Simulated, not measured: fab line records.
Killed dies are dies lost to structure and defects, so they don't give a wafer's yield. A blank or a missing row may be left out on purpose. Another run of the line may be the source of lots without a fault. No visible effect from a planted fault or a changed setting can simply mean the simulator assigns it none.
Which tool did it? ; flow nand_harc ; 23 lots with 69 wafers sampled at 6 steps, on a route of 1159 steps

WHAT THE GAUGES READ, wafer by wafer
The record holds no reading of a measuring or inspecting step that can be judged against a usual standard deviation.

TOOL THAT RAN EACH LOT (tool first, then ch and the chambers of the sampled wafers, then the start)
lot;NHARC_A_CHANNEL_FILL_D1_STRIP_28;NHARC_A_STAIRCASE_TRIM_12;NHARC_A_STAIRCASE_ETCH_25;NHARC_A_STAIRCASE_ETCH_203;NHARC_A_STAIRCASE_STRIP_205;NHARC_A_STAIRCASE_TRIM_226
L074;rie_diel-13 ch 1,2,3, day 9 14:46;rie_diel-11 ch 1,2,3, day 10 19:28;rie_diel-11 ch 0,1,3, day 11 04:32 or earlier;rie_diel-11 ch 0,1,2, day 11 04:32 or earlier;plasma_asher-02 ch 0,1, day 11 04:32;rie_diel-07 ch 0,1,2, no start
L076;rie_diel-13 ch 0,2,3, day 10 00:17;rie_diel-03 ch 0,1,3, day 11 03:09;rie_diel-11 ch 0,1,3, day 11 09:56 or earlier;rie_diel-07 ch 1,2,3, day 11 09:56 or earlier;plasma_asher-01 ch 0,1, day 11 09:56;rie_diel-11 ch 0,1,2, no start
L075;rie_diel-06 ch 0,1,2, day 10 00:17;rie_diel-07 ch 0,1,2, day 11 03:10;rie_diel-07 ch 2,3, day 11 09:40 or earlier;rie_diel-07 ch 0,1,2, day 11 09:40 or earlier;plasma_asher-01 ch 1, day 11 09:40;rie_diel-07 ch 0,1,3, no start
L077;rie_diel-06 ch 1,2, day 10 05:11;rie_diel-07 ch 0,1,3, day 11 08:06;rie_diel-11 ch 1,2,3, day 11 14:50 or earlier;rie_diel-11 ch 1,2, day 11 14:50 or earlier;plasma_asher-01 ch 0,1, day 11 14:50;rie_diel-03 ch 1,3, no start
L080;rie_diel-06 ch 0,2,3, day 10 19:52;rie_diel-11 ch 0,1,2, day 11 22:33;rie_diel-11 ch 0,1,2, day 12 05:50 or earlier;rie_diel-11 ch 1,2,3, day 12 05:50 or earlier;plasma_asher-02 ch 0,1, day 12 05:50;rie_diel-07 ch 1,2,3, no start
L078;rie_diel-02 ch 0,2,3, day 10 19:53;rie_diel-07 ch 0,2,3, day 11 23:38;rie_diel-07 ch 1,3, day 12 08:37 or earlier;rie_diel-11 ch 0,1,3, day 12 08:37 or earlier;plasma_asher-02 ch 0, day 12 08:37;rie_diel-07 ch 0,3, no start
L081;rie_diel-06 ch 0,1, day 11 01:08;rie_diel-03 ch 1,2,3, day 12 04:04;rie_diel-03 ch 2,3, day 12 11:28 or earlier;rie_diel-03 ch 1,2,3, day 12 11:28 or earlier;plasma_asher-02 ch 0,1, day 12 11:28;rie_diel-07 ch 0,1,2, no start
L082;rie_diel-13 ch 2,3, day 11 11:56;rie_diel-07 ch 1,2, day 12 15:56;rie_diel-07 ch 0,2,3, day 12 23:56 or earlier;rie_diel-07 ch 0,1, day 12 23:56 or earlier;plasma_asher-02 ch 0, day 12 23:56;rie_diel-03 ch 1,3, no start
L083;rie_diel-13 ch 0,1,2, day 11 19:16;rie_diel-11 ch 0,1, day 12 22:25;rie_diel-07 ch 0,3, day 13 04:34 or earlier;rie_diel-07 ch 0,3, day 13 04:34 or earlier;plasma_asher-02 ch 0,1, day 13 04:34;rie_diel-07 ch 0,1, no start
L085;rie_diel-13 ch 1,2,3, day 12 11:28;rie_diel-03 ch 3, day 13 14:23;rie_diel-11 ch 0,1, day 14 03:25 or earlier;rie_diel-07 ch 1,2,3, day 14 03:25 or earlier;plasma_asher-01 ch 0, day 14 03:25;rie_diel-03 ch 0,1, no start
L084;rie_diel-06 ch 0,2,3, day 12 11:29;rie_diel-11 ch 0,1,2, day 13 14:06;rie_diel-07 ch 0,1,3, day 13 22:02 or earlier;rie_diel-07 ch 1,2, day 13 22:02 or earlier;plasma_asher-01 ch 0,1, day 13 22:02;rie_diel-11 ch 0,1, no start
L086;rie_diel-02 ch 0,2,3, day 12 17:05;rie_diel-07 ch 0,2,3, day 13 22:01;rie_diel-07 ch 0,2,3, day 14 06:47 or earlier;rie_diel-11 ch 0,1,3, day 14 06:47 or earlier;plasma_asher-01 ch 0,1, day 14 06:47;rie_diel-07 ch 1,2,3, no start
L087;rie_diel-06 ch 0,3, day 12 17:07;rie_diel-11 ch 1,2, day 13 23:09;rie_diel-07 ch 1,2, day 14 06:35 or earlier;rie_diel-07 ch 0,1, day 14 06:35 or earlier;plasma_asher-01 ch 0,1, day 14 06:35;rie_diel-03 ch 1,3, no start
L088;rie_diel-13 ch 0,2,3, day 13 15:07;rie_diel-03 ch 0,1, day 14 19:07;rie_diel-11 ch 2,3, day 15 02:05 or earlier;rie_diel-03 ch 1,2,3, day 15 02:05 or earlier;plasma_asher-02 ch 0,1, day 15 02:05;rie_diel-11 ch 1,2,3, no start
L089;rie_diel-06 ch 0,2,3, day 13 15:07;rie_diel-07 ch 2,3, day 14 18:43;rie_diel-11 ch 0,1,3, day 15 01:37 or earlier;rie_diel-11 ch 1,3, day 15 01:37 or earlier;plasma_asher-02 ch 0,1, day 15 01:37;rie_diel-11 ch 1,2,3, no start
L091;rie_diel-06 ch 0,1,3, day 13 21:02;rie_diel-07 ch 0,2,3, day 15 02:05;rie_diel-07 ch 0,1,2, day 15 08:04 or earlier;rie_diel-07 ch 0,1,2, day 15 08:04 or earlier;plasma_asher-01 ch 0,1, day 15 08:04;rie_diel-03 ch 0,1,3, no start
L093;rie_diel-13 ch 0,1,2, day 13 21:30;rie_diel-03 ch 0,3, day 15 02:31;rie_diel-03 ch 0,2, day 15 08:18 or earlier;rie_diel-03 ch 0,2, day 15 08:18 or earlier;plasma_asher-02 ch 0,1, day 15 08:18;rie_diel-07 ch 0,2,3, no start
L090;rie_diel-02 ch 0,1, day 14 02:59;rie_diel-07 ch 1,2, day 15 07:03;rie_diel-07 ch 1,2,3, day 15 13:18 or earlier;rie_diel-11 ch 2,3, day 15 13:18 or earlier;plasma_asher-02 ch 0,1, day 15 13:18;rie_diel-07 ch 1,2, no start
L092;rie_diel-06 ch 0,1,3, day 14 02:59;rie_diel-11 ch 1,2,3, day 15 06:53;rie_diel-11 ch 0,1,3, day 15 13:01 or earlier;rie_diel-03 ch 0,2,3, day 15 13:01 or earlier;plasma_asher-02 ch 0,1, day 15 13:01;rie_diel-03 ch 0,3, no start
L094;rie_diel-13 ch 0,2,3, day 14 12:31;rie_diel-03 ch 0,2,3, day 15 17:10;rie_diel-11 ch 0,1,2, day 15 23:17 or earlier;rie_diel-03 ch 1,2,3, day 15 23:17 or earlier;plasma_asher-02 ch 0,1, day 15 23:17;rie_diel-11 ch 0,2,3, no start
L095;rie_diel-13 ch 0,2,3, day 15 06:09;rie_diel-07 ch 0,1, day 16 10:13;rie_diel-07 ch 0,1,3, day 16 20:41 or earlier;rie_diel-03 ch 0,1,2, day 16 20:41 or earlier;plasma_asher-02 ch 0,1, day 16 20:41;rie_diel-03 ch 0,1,2, no start
L096;rie_diel-06 ch 0,1, day 15 06:10;rie_diel-03 ch 2,3, day 16 09:51;rie_diel-03 ch 1,2, day 16 20:52 or earlier;rie_diel-11 ch 2,3, day 16 20:52 or earlier;plasma_asher-02 ch 0,1, day 16 20:52;rie_diel-07 ch 2,3, no start
L097;rie_diel-13 ch 0,2,3, day 15 12:51;rie_diel-07 ch 0,2,3, day 16 17:11;rie_diel-11 ch 1,2,3, day 16 23:47 or earlier;rie_diel-07 ch 0,1,3, day 16 23:47 or earlier;plasma_asher-02 ch 0,1, day 16 23:47;rie_diel-03 ch 0,2,3, no start
- NHARC_A_CHANNEL_FILL_D1_STRIP_28: strips in O2, time 20 s.
- NHARC_A_STAIRCASE_TRIM_12: chemistry O2, time 211.2 s.
- NHARC_A_STAIRCASE_ETCH_25: etches the open film in C4F8/O2, target depth 100 nm, time 40.5 s.
- NHARC_A_STAIRCASE_ETCH_203: etches the open film in C4F8/O2, target depth 100 nm, time 40.5 s.
- NHARC_A_STAIRCASE_STRIP_205: strips in O2.
- NHARC_A_STAIRCASE_TRIM_226: chemistry O2, time 211.2 s.

AS READ BY THE TOOLS THEMSELVES (means over the sampled wafers that have a number; for cases with no such wafer, the mark the record gives instead)
NHARC_A_CHANNEL_FILL_D1_STRIP_28. Usual: drypump_motor_current_A 5.9 A, standard deviation 0.47; oes_product_au 0.996 a.u., standard deviation 0.0084; rf_vpp_V 57.7 V, standard deviation 0.93; showerhead_plenum_p_Torr 3.50 Torr, standard deviation 0.14; throttle_valve_pct 17.037 %, standard deviation 0.0093.
lot;tool;drypump_motor_current_A (A);oes_product_au (a.u.);rf_vpp_V (V);showerhead_plenum_p_Torr (Torr);throttle_valve_pct (%);flag
L074;rie_diel-13;6.2;0.998;58.5;3.50;17.036;
L076;rie_diel-13;6.2;1.001;57.2;3.45;17.046;
L075;rie_diel-06;5.6;0.995;58.4;3.49;17.030;
L077;rie_diel-06;5.5;1.010;57.8;3.36;17.040;
L080;rie_diel-06;6.0;0.996;58.0;3.53;17.043;
L078;rie_diel-02;5.3;1.000;56.9;3.52;17.039;
L081;rie_diel-06;5.5;0.996;58.0;3.65;17.036;
L082;rie_diel-13;6.4;1.006;58.5;3.51;17.038;
L083;rie_diel-13;6.0;1.001;57.6;3.44;17.039;
L085;rie_diel-13;6.2;0.995;57.7;3.50;17.042;
L084;rie_diel-06;6.0;0.999;58.0;3.53;17.034;
L086;rie_diel-02;5.3;1.001;58.2;3.51;17.032;
L087;rie_diel-06;5.9;0.992;59.5;3.69;17.035;
L088;rie_diel-13;6.2;0.988;57.2;3.45;17.037;
L089;rie_diel-06;6.0;1.001;58.1;3.53;17.038;
L091;rie_diel-06;5.9;0.998;57.4;3.56;17.036;
L093;rie_diel-13;6.0;0.993;58.5;3.44;17.039;
L090;rie_diel-02;4.9;0.992;57.6;3.58;17.037;
L092;rie_diel-06;5.9;1.000;58.2;3.56;17.039;
L094;rie_diel-13;6.2;0.989;58.2;3.45;17.034;
L095;rie_diel-13;6.2;0.983;56.9;3.45;17.040;
L096;rie_diel-06;5.4;1.006;57.7;3.52;17.039;
L097;rie_diel-13;6.2;0.990;57.1;3.45;17.038;

NHARC_A_STAIRCASE_TRIM_12. Usual: drypump_motor_current_A 5.8 A, standard deviation 0.59; oes_product_au 1.003 a.u., standard deviation 0.012; rf_vpp_V 57.9 V, standard deviation 0.79; showerhead_plenum_p_Torr 3.54 Torr, standard deviation 0.1; throttle_valve_pct 17.036 %, standard deviation 0.01.
lot;tool;drypump_motor_current_A (A);oes_product_au (a.u.);rf_vpp_V (V);showerhead_plenum_p_Torr (Torr);throttle_valve_pct (%);flag
L074;rie_diel-11;5.8;1.000;58.2;3.46;17.035;
L076;rie_diel-03;5.7;1.003;57.8;3.60;17.033;
L075;rie_diel-07;6.1;1.007;58.0;3.53;17.043;
L077;rie_diel-07;5.7;1.009;57.6;3.56;17.033;
L080;rie_diel-11;6.0;1.002;57.8;3.48;17.026;
L078;rie_diel-07;5.5;0.999;58.2;3.54;17.025;
L081;rie_diel-03;5.7;1.002;58.0;3.61;17.046;
L082;rie_diel-07;6.5;1.004;58.4;3.49;17.041;
L083;rie_diel-11;6.3;1.000;58.0;3.57;17.041;
L085;rie_diel-03;6.8;1.013;56.6;3.49;17.034;
L084;rie_diel-11;6.0;0.996;56.9;3.47;17.024;
L086;rie_diel-07;5.5;1.001;57.7;3.53;17.039;
L087;rie_diel-11;5.9;1.002;58.3;3.42;17.042;
L088;rie_diel-03;5.1;1.006;58.1;3.63;17.030;
L089;rie_diel-07;5.8;0.986;57.4;3.47;17.039;
L091;rie_diel-07;5.5;1.004;57.7;3.53;17.037;
L093;rie_diel-03;6.4;1.014;57.6;3.54;17.033;
L090;rie_diel-07;6.5;1.013;58.3;3.48;17.038;
L092;rie_diel-11;5.8;0.994;58.0;3.44;17.038;
L094;rie_diel-03;6.0;1.007;57.7;3.61;17.040;
L095;rie_diel-07;6.2;1.006;57.8;3.53;17.031;
L096;rie_diel-03;6.0;1.002;58.4;3.62;17.045;
L097;rie_diel-07;5.6;1.005;58.0;3.52;17.038;

NHARC_A_STAIRCASE_ETCH_25. Usual: oes_product_au 0.940 a.u., standard deviation 0.016; rf_fwd_power_W 592 W, standard deviation 3.1; rf_vpp_V 895 V, standard deviation 3.7.
lot;tool;oes_product_au (a.u.);rf_fwd_power_W (W);rf_vpp_V (V);flag
L074;rie_diel-11;0.935;594;894;
L076;rie_diel-11;0.923;592;895;
L075;rie_diel-07;0.925;592;895;
L077;rie_diel-11;0.941;593;893;
L080;rie_diel-11;0.944;592;893;
L078;rie_diel-07;0.919;591;897;
L081;rie_diel-03;0.943;590;899;
L082;rie_diel-07;0.947;590;896;
L083;rie_diel-07;0.956;588;898;
L085;rie_diel-11;0.941;592;895;
L084;rie_diel-07;0.950;590;897;
L086;rie_diel-07;0.936;589;896;
L087;rie_diel-07;0.949;595;893;
L088;rie_diel-11;0.927;596;890;
L089;rie_diel-11;0.935;591;895;
L091;rie_diel-07;0.959;593;895;
L093;rie_diel-03;0.954;588;902;
L090;rie_diel-07;0.943;593;895;
L092;rie_diel-11;0.940;589;894;
L094;rie_diel-11;0.930;593;894;
L095;rie_diel-07;0.960;589;897;
L096;rie_diel-03;0.932;590;900;
L097;rie_diel-11;0.921;592;893;

NHARC_A_STAIRCASE_ETCH_203. Usual: oes_product_au 0.943 a.u., standard deviation 0.014; rf_fwd_power_W 591 W, standard deviation 3.3; rf_vpp_V 896 V, standard deviation 3.9.
lot;tool;oes_product_au (a.u.);rf_fwd_power_W (W);rf_vpp_V (V);flag
L074;rie_diel-11;0.946;595;894;
L076;rie_diel-07;0.951;592;896;
L075;rie_diel-07;0.937;590;896;
L077;rie_diel-11;0.934;593;896;
L080;rie_diel-11;0.943;595;894;
L078;rie_diel-11;0.931;593;894;
L081;rie_diel-03;0.943;587;900;
L082;rie_diel-07;0.951;590;897;
L083;rie_diel-07;0.940;589;897;
L085;rie_diel-07;0.938;593;895;
L084;rie_diel-07;0.954;591;894;
L086;rie_diel-11;0.943;593;895;
L087;rie_diel-07;0.958;591;896;
L088;rie_diel-03;0.945;590;899;
L089;rie_diel-11;0.937;592;896;
L091;rie_diel-07;0.947;589;896;
L093;rie_diel-03;0.954;588;901;
L090;rie_diel-11;0.930;595;889;
L092;rie_diel-03;0.947;590;899;
L094;rie_diel-03;0.944;593;898;
L095;rie_diel-03;0.936;586;900;
L096;rie_diel-11;0.942;593;889;
L097;rie_diel-07;0.942;590;897;

NHARC_A_STAIRCASE_STRIP_205. Usual: drypump_motor_current_A 5.80 A, standard deviation 0.25; heater_power_w 331 W, standard deviation 37.
lot;tool;drypump_motor_current_A (A);heater_power_w (W);flag
L074;plasma_asher-02;5.72;337;
L076;plasma_asher-01;5.74;340;
L075;plasma_asher-01;6.20;254;
L077;plasma_asher-01;5.73;339;
L080;plasma_asher-02;5.85;335;
L078;plasma_asher-02;5.95;342;
L081;plasma_asher-02;5.69;345;
L082;plasma_asher-02;5.95;347;
L083;plasma_asher-02;5.69;338;
L085;plasma_asher-01;5.50;375;
L084;plasma_asher-01;5.73;339;
L086;plasma_asher-01;5.95;307;
L087;plasma_asher-01;5.96;310;
L088;plasma_asher-02;5.73;339;
L089;plasma_asher-02;5.70;336;
L091;plasma_asher-01;5.96;303;
L093;plasma_asher-02;5.85;340;
L090;plasma_asher-02;5.72;340;
L092;plasma_asher-02;5.71;337;
L094;plasma_asher-02;5.85;338;
L095;plasma_asher-02;5.71;326;
L096;plasma_asher-02;5.71;328;
L097;plasma_asher-02;5.84;336;

NHARC_A_STAIRCASE_TRIM_226. Usual: drypump_motor_current_A 5.8 A, standard deviation 0.62; oes_product_au 1.001 a.u., standard deviation 0.013; rf_vpp_V 57.9 V, standard deviation 0.89; showerhead_plenum_p_Torr 3.54 Torr, standard deviation 0.097; throttle_valve_pct 17.036 %, standard deviation 0.0088.
lot;tool;drypump_motor_current_A (A);oes_product_au (a.u.);rf_vpp_V (V);showerhead_plenum_p_Torr (Torr);throttle_valve_pct (%);flag
L074;rie_diel-07;6.1;1.006;57.4;3.53;17.037;
L076;rie_diel-11;6.0;0.995;58.1;3.48;17.039;
L075;rie_diel-07;5.7;1.004;57.9;3.56;17.034;
L077;rie_diel-03;6.1;1.006;58.0;3.54;17.040;
L080;rie_diel-07;6.0;1.009;58.5;3.51;17.040;
L078;rie_diel-07;5.2;1.006;58.2;3.59;17.035;
L081;rie_diel-07;6.0;1.009;57.4;3.52;17.029;
L082;rie_diel-03;6.2;1.005;57.8;3.53;17.030;
L083;rie_diel-07;6.2;1.006;57.7;3.54;17.035;
L085;rie_diel-03;5.4;1.012;58.2;3.65;17.027;
L084;rie_diel-11;6.3;0.992;58.6;3.56;17.042;
L086;rie_diel-07;6.0;0.991;57.2;3.50;17.040;
L087;rie_diel-03;5.5;0.997;57.4;3.57;17.038;
L088;rie_diel-11;5.8;0.993;57.3;3.44;17.037;
L089;rie_diel-11;5.8;0.998;57.5;3.44;17.036;
L091;rie_diel-03;5.8;1.004;57.9;3.59;17.026;
L093;rie_diel-07;5.5;0.996;58.2;3.52;17.027;
L090;rie_diel-07;6.5;1.005;57.0;3.47;17.041;
L092;rie_diel-03;6.0;1.008;59.4;3.60;17.029;
L094;rie_diel-11;5.7;0.986;56.8;3.39;17.036;
L095;rie_diel-03;5.4;1.002;59.2;3.65;17.036;
L096;rie_diel-07;5.8;1.005;58.5;3.46;17.038;
L097;rie_diel-03;6.0;1.003;58.1;3.60;17.033;

THE ANSWER, worked out from the rows above alone
Rule: a lot is off if the mean of its wafers that have a number lies more than 3 standard deviations from the usual mean. Also off: a lot with no number at a reading for which 4 or more lots have one. The other lots that the step has rows for count as sound. After the gauges, taken in route order, come the tools' own readings; for these a lot's mean is taken, as printed above. The first step at which some lot is off is used, and at that step the reading that is off furthest; a lot without a number counts as furthest.
Across all readings shown, no lot is off: no conclusion can be drawn from this.

WHAT THE SIMULATOR HAD PUT IN
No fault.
